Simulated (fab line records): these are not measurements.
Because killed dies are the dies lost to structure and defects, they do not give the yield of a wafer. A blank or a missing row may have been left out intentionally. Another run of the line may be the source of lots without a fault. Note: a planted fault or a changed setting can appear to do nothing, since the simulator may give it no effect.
fab line records | flow nand_harc
record lots=6 | wafers=18 | last_day=24
route steps=1159 shown THIN_TSV@1139
lots with no fault: from the same line, run without faults
start_h: hours from the record's first day to the start of the lot's first wafer shown | wait_h: hours from the lot's prior step to this one | " the same as in the row above | L1.1+2: one row covering several wafers at once | - no value, or no start was given | * or withheld: withheld | < > ~ a bound
route shown NAME@n: a module of which the file shows steps, and the number in the route of the first | usual: mean and standard deviation over wafers with no fault | same: alike in all rows | chamber/n: place in a boat | sites: each site's reading | _std_site: how widely they spread, as a standard deviation | _edge_site: the outer-site mean with the inner-site mean subtracted | radius_mm: how far each site lies from the wafer's centre | mask NAME#n: copy n | behind: the most recent tool/chamber to have shaped the wafer | hold: why the lot was held/for how many hours/how that ended | device: transistor that didn't switch, given as n, p or np | end of line: tests of these same wafers at the route's end | a step with no rows: only its recipe | killed: the dies lost at the first sort to structure and to defects; this is not the yield of the wafer | map: a wafer's dies, x killed, . not, _ none there
set.NAME: the setting the step ran with; set.NAME@STEP: the setting that earlier step ran with | model.NAME: the simulator's own value behind a step, which no gauge read
certain route steps with their lots: each step a table, each wafer a row
services: the hour from which a tool's chamber was out of use, counted from the record's first day as start_h (under 0 if before that day), plus the number of hours and why
## steps
# step NHARC_THIN_TSV_PVD_24
# recipe target_thk_a=8000 | power_w=withheld | chamber_pressure_pa=withheld | substrate_temp_c=withheld | time_s=withheld | gas=Ar | material=Al
# step NHARC_THIN_TSV_DEHYDRATE_25
# recipe temp_c=150 | time_s=120
# step NHARC_THIN_TSV_HMDS_26
# recipe time_s=30
# step NHARC_THIN_TSV_COAT_27
# recipe spin_rpm=*
# step NHARC_THIN_TSV_SOFTBAKE_28
# recipe temp_c=122 | time_s=95
# step NHARC_THIN_TSV_EBR_29
# step NHARC_THIN_TSV_EXPOSE_30
# recipe na=0.55 | dose_mj=11.47 | mask_id=PAD
# step NHARC_THIN_TSV_PEB_31
# recipe peb_temp_c=118 | peb_time_s=85
# step NHARC_THIN_TSV_DEVELOP_32
# recipe time_s=70
# step NHARC_THIN_TSV_CD_MEAS_33
# recipe target_cd_nm=5000 | landing_energy_ev=500
# usual cd_nm=4999.2/1.4
lot.wafer | tool      | chamber | start_h | wait_h | cd_nm
L690.1    | cd_sem-02 | 0       | 443.98  | -      | 4998.6
L690.2    | "         | 0       | "       | "      | 4997.3
L690.5    | "         | 0       | "       | "      | 4998.8
L697.1    | cd_sem-03 | 0       | 489.16  | -      | 4997.8
L697.2    | "         | 0       | "       | "      | 4998.2
L697.5    | "         | 0       | "       | "      | 4997.6
L705.3    | cd_sem-03 | 0       | 526.95  | -      | 5001.1
L705.4    | "         | 0       | "       | "      | 4999.9
L705.5    | "         | 0       | "       | "      | 5002.4
L706.3    | cd_sem-01 | 0       | 538.77  | -      | 5000.5
L706.4    | "         | 0       | "       | "      | 5001.5
L706.6    | "         | 0       | "       | "      | 5000.2
L711.1    | cd_sem-02 | 0       | 555.16  | -      | 5000.4
L711.3    | "         | 0       | "       | "      | 5000.6
L711.5    | "         | 0       | "       | "      | 4998.5
L710.2    | cd_sem-01 | 0       | 556.50  | -      | 4997.9
L710.3    | "         | 0       | "       | "      | 4999.3
L710.6    | "         | 0       | "       | "      | 4999.1
# step NHARC_THIN_TSV_HARDBAKE_34
# recipe temp_c=125 | time_s=80
# step NHARC_THIN_TSV_DESCUM_35
# recipe time_s=3 | o2_flow_sccm=200 | ar_flow_sccm=0 | bias_power_w=0 | chemistry=O2
# usual drypump_motor_current_A=5.7/0.31 | mfc_ar_sccm=0.015/0.013 | oes_product_au=0.999/0.0077 | rf_vpp_V=57.8/0.81 | showerhead_plenum_p_Torr=1.89/0.058 | throttle_valve_pct=11.310/0.0094
lot.wafer | tool        | chamber | start_h | wait_h | drypump_motor_current_A | mfc_ar_sccm | oes_product_au | rf_hours_counter_h | rf_vpp_V | showerhead_plenum_p_Torr | throttle_valve_pct
L690.1    | rie_diel-09 | 2       | 444.14  | -      | 5.9                     | 0.026       | 0.991          | 0                  | 56.8     | 1.87                     | 11.295
L690.2    | "           | 0       | "       | "      | 6.0                     | 0           | 0.998          | 0                  | 59.0     | 1.95                     | 11.302
L690.5    | "           | 2       | "       | "      | 5.9                     | 0.026       | 0.998          | -                  | 58.9     | 1.87                     | 11.307
L697.1    | rie_diel-07 | 1       | 489.33  | -      | 5.3                     | 0.011       | 0.995          | 10                 | 56.8     | 1.83                     | 11.327
L697.2    | "           | 3       | "       | "      | 5.4                     | 0.033       | 0.991          | 11                 | 56.8     | 1.91                     | 11.315
L697.5    | "           | 0       | "       | "      | 5.9                     | 0           | 0.993          | -                  | 56.6     | 1.82                     | 11.300
L705.3    | rie_diel-07 | 0       | 527.13  | -      | 6.0                     | 0           | 1.001          | 14                 | 57.2     | 1.82                     | 11.319
L705.4    | "           | 1       | "       | "      | 5.3                     | 0.011       | 1.001          | 14                 | 58.4     | 1.83                     | 11.327
L705.5    | "           | 2       | "       | "      | 5.5                     | 0           | 1.000          | -                  | 57.8     | 1.97                     | 11.306
L706.3    | rie_diel-09 | 2       | 538.94  | -      | 6.0                     | 0.026       | 0.991          | 6                  | 57.0     | 1.87                     | 11.303
L706.4    | "           | 3       | "       | "      | 5.7                     | 0.011       | 1.006          | 7                  | 58.3     | 1.85                     | 11.313
L706.6    | "           | 1       | "       | "      | 5.3                     | 0.031       | 0.997          | -                  | 58.2     | 1.95                     | 11.322
L711.3    | rie_diel-09 | 3       | 555.33  | -      | 5.8                     | 0.011       | 0.992          | 8                  | 58.0     | 1.85                     | 11.310
L711.1    | "           | 1       | "       | "      | 5.3                     | 0.031       | 0.996          | 8                  | 57.3     | 1.95                     | 11.302
L711.5    | "           | 3       | "       | "      | 5.8                     | 0.011       | 0.992          | -                  | 57.2     | 1.85                     | 11.304
L710.2    | rie_diel-13 | 3       | 556.67  | -      | 5.6                     | 0.029       | 1.001          | 8                  | 55.9     | 1.87                     | 11.324
L710.3    | "           | 1       | "       | "      | 6.3                     | 0.003       | 0.996          | 7                  | 57.9     | 1.86                     | 11.311
L710.6    | "           | 1       | "       | "      | 6.3                     | 0.003       | 1.003          | -                  | 57.7     | 1.86                     | 11.327
# step NHARC_THIN_TSV_ETCH_59
# recipe target_depth_a=8800 | icp_w=900 | bias_w=100 | Cl2_flow_sccm=60 | bcl3_flow_sccm=30 | time_s=138.1 | chemistry=Cl2/BCl3
# usual drypump_motor_current_A=5.9/0.63 | oes_product_au=1.000/0.0075 | rf_fwd_power_W=894.9/2.7 | run_length_s=159.6/0.43 | throttle_valve_pct=22.265/0.0096
lot.wafer | tool         | chamber | start_h | wait_h | drypump_motor_current_A | oes_product_au | rf_fwd_power_W | rf_hours_counter_h | run_length_s | throttle_valve_pct
L690.1    | rie_metal-02 | 1       | 444.26  | 0.1    | 6.5                     | 0.999          | 895.6          | 0.9                | 159.9        | 22.271
L690.2    | "            | 0       | "       | "      | 6.0                     | 1.010          | 895.7          | 1.4                | 159.9        | 22.261
L690.5    | "            | 0       | "       | "      | 6.0                     | 1.014          | 897.9          | -                  | 160.2        | 22.275
L697.2    | rie_metal-02 | 1       | 489.45  | 0.1    | 6.5                     | 0.997          | 898.0          | 2.4                | 159.5        | 22.255
L697.1    | "            | 0       | "       | "      | 6.0                     | 1.005          | 896.0          | 2.9                | 159.9        | 22.277
L697.5    | "            | 1       | "       | "      | 6.5                     | 0.999          | 894.2          | -                  | 159.4        | 22.267
L705.4    | rie_metal-02 | 1       | 527.31  | 0.1    | 6.4                     | 0.999          | 896.2          | -                  | 159.5        | 22.270
L705.3    | "            | 0       | "       | "      | 6.0                     | 1.006          | -              | -                  | 144.3        | 22.249
L705.5    | "            | 0       | "       | "      | 6.0                     | 1.002          | -              | -                  | 143.5        | 22.268
L706.4    | rie_metal-02 | 0       | 539.12  | 0.1    | 6.0                     | 1.002          | -              | -                  | 143.9        | 22.286
L706.3    | "            | 1       | "       | "      | 6.5                     | 1.003          | 892.8          | -                  | 159.3        | 22.260
L706.6    | "            | 1       | "       | "      | 6.5                     | 0.996          | 894.7          | -                  | 159.6        | 22.264
L711.1    | rie_metal-03 | 0       | 555.45  | 0.1    | 5.0                     | 0.998          | 890.7          | 2.5                | 159.8        | 22.252
L711.3    | "            | 1       | "       | "      | 5.0                     | 0.991          | 890.0          | -                  | 159.2        | 22.251
L711.5    | "            | 0       | "       | "      | 5.0                     | 0.988          | 892.1          | -                  | 160.2        | 22.274
L710.2    | rie_metal-01 | 1       | 556.80  | 0.1    | 6.6                     | 0.993          | 898.8          | 0.9                | 159.1        | 22.275
L710.3    | "            | 0       | "       | "      | 6.1                     | 1.008          | 896.6          | -                  | 160.0        | 22.266
L710.6    | "            | 1       | "       | "      | 6.6                     | 0.997          | 898.4          | -                  | 159.1        | 22.267
# step NHARC_THIN_TSV_ETCH_36
# recipe target_depth_a=650 | over_etch_frac=0.3 | time_s=18.571 | ion_energy_ev=150 | chemistry=Cl2/BCl3
# usual drypump_motor_current_A=5.9/0.63 | oes_product_au=0.999/0.0077 | run_length_s=40.0/0.4
lot.wafer | tool         | chamber | start_h | wait_h | drypump_motor_current_A | oes_product_au | rf_hours_counter_h | run_length_s
L690.1    | rie_metal-02 | 1       | 444.52  | 0.2    | 6.5                     | 0.998          | 1.0                | 40.0
L690.2    | "            | 0       | "       | "      | 6.0                     | 1.003          | 1.5                | 40.6
L690.5    | "            | 0       | "       | "      | 6.0                     | 1.008          | -                  | 40.5
L697.2    | rie_metal-02 | 0       | 489.71  | 0.2    | 6.0                     | 1.006          | 3.0                | 40.6
L697.1    | "            | 1       | "       | "      | 6.5                     | 1.007          | 2.6                | 39.5
L697.5    | "            | 0       | "       | "      | 6.0                     | 1.007          | -                  | 40.6
L705.3    | rie_metal-02 | 1       | 527.51  | 0.1    | 6.5                     | 0.999          | -                  | 40.1
L705.4    | "            | 0       | "       | "      | 6.0                     | 1.002          | -                  | 40.5
L705.5    | "            | 1       | "       | "      | 6.5                     | 0.998          | -                  | 39.9
L706.4    | rie_metal-02 | 0       | 539.32  | 0.2    | 6.0                     | 1.001          | -                  | 40.7
L706.3    | "            | 1       | "       | "      | 6.5                     | 0.990          | -                  | 40.0
L706.6    | "            | 1       | "       | "      | 6.5                     | 1.000          | -                  | 39.6
L711.1    | rie_metal-03 | 1       | 555.71  | 0.2    | 5.0                     | 1.000          | 2.6                | 39.5
L711.3    | "            | 0       | "       | "      | 5.0                     | 0.997          | -                  | 40.2
L711.5    | "            | 1       | "       | "      | 5.0                     | 1.001          | -                  | 39.6
L710.2    | rie_metal-01 | 1       | 557.06  | 0.2    | 6.6                     | 0.997          | 1.1                | 39.4
L710.3    | "            | 0       | "       | "      | 6.1                     | 0.999          | -                  | 40.7
L710.6    | "            | 1       | "       | "      | 6.6                     | 1.001          | -                  | 39.7
## services
tool         | chamber | start_h | hours | kind
rie_metal-02 | 1       | 423.75  | 7.4   | repair
rie_diel-09  | -       | 431.12  | 9.0   | pm
rie_diel-09  | 0       | 431.12  | 9.0   | vent_cycle
rie_diel-09  | 1       | 431.12  | 9.0   | vent_cycle
rie_diel-09  | 2       | 431.12  | 9.0   | vent_cycle
rie_diel-09  | 3       | 431.12  | 9.0   | vent_cycle
rie_diel-09  | 0       | 440.12  | -     | clean
rie_diel-09  | 1       | 440.12  | -     | clean
rie_diel-09  | 2       | 440.12  | -     | clean
rie_diel-09  | 3       | 440.12  | -     | clean
rie_metal-03 | 1       | 446.44  | 3.8   | repair
rie_diel-13  | -       | 453.00  | 9.0   | pm
rie_metal-03 | -       | 453.00  | 9.0   | pm
rie_diel-09  | 0       | 464.62  | -     | clean
rie_diel-09  | 1       | 464.62  | -     | clean
rie_diel-09  | 2       | 464.62  | -     | clean
rie_diel-09  | 3       | 464.62  | -     | clean
rie_diel-09  | 2       | 469.59  | 7.5   | repair
rie_metal-01 | 0       | 492.33  | 26.5  | repair
rie_metal-01 | -       | 509.19  | 9.0   | pm
rie_diel-09  | 1       | 515.57  | 5.7   | repair
rie_metal-02 | -       | 521.10  | 0.1   | repair
rie_diel-13  | 0       | 547.21  | 9.9   | repair
rie_metal-01 | -       | 547.30  | 0.3   | repair
## key
first_sign step=NHARC_THIN_TSV_ETCH_59 | reading=run_length_s | direction=down | sigmas=36 | usual=* | struck=*
effect none on later readings
met_at NHARC_THIN_TSV_ETCH_59
struck_wafers L705.3,L705.5,L706.4
later_rows_left_out L705.3,L705.5,L706.4
sort_left_out L705.3,L705.5,L706.4
onset_between 489.45 527.31
fault kind=process_parameter_drift | tool=rie_metal-02 | chamber=0 | onset_h=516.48 | steps=NHARC_THIN_TSV_ETCH_59 | channel=time_s | offset=* | shape=step | end_h=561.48 | acts_in=* | stated=*
# sort_left_out: the simulated sort isn't trusted on such a fault, so these wafers' sort isn't shown, and their yield isn't known
# later_rows_left_out: the simulator's readings of these wafers behind a module that went badly wrong aren't trusted and aren't shown, but for the sort
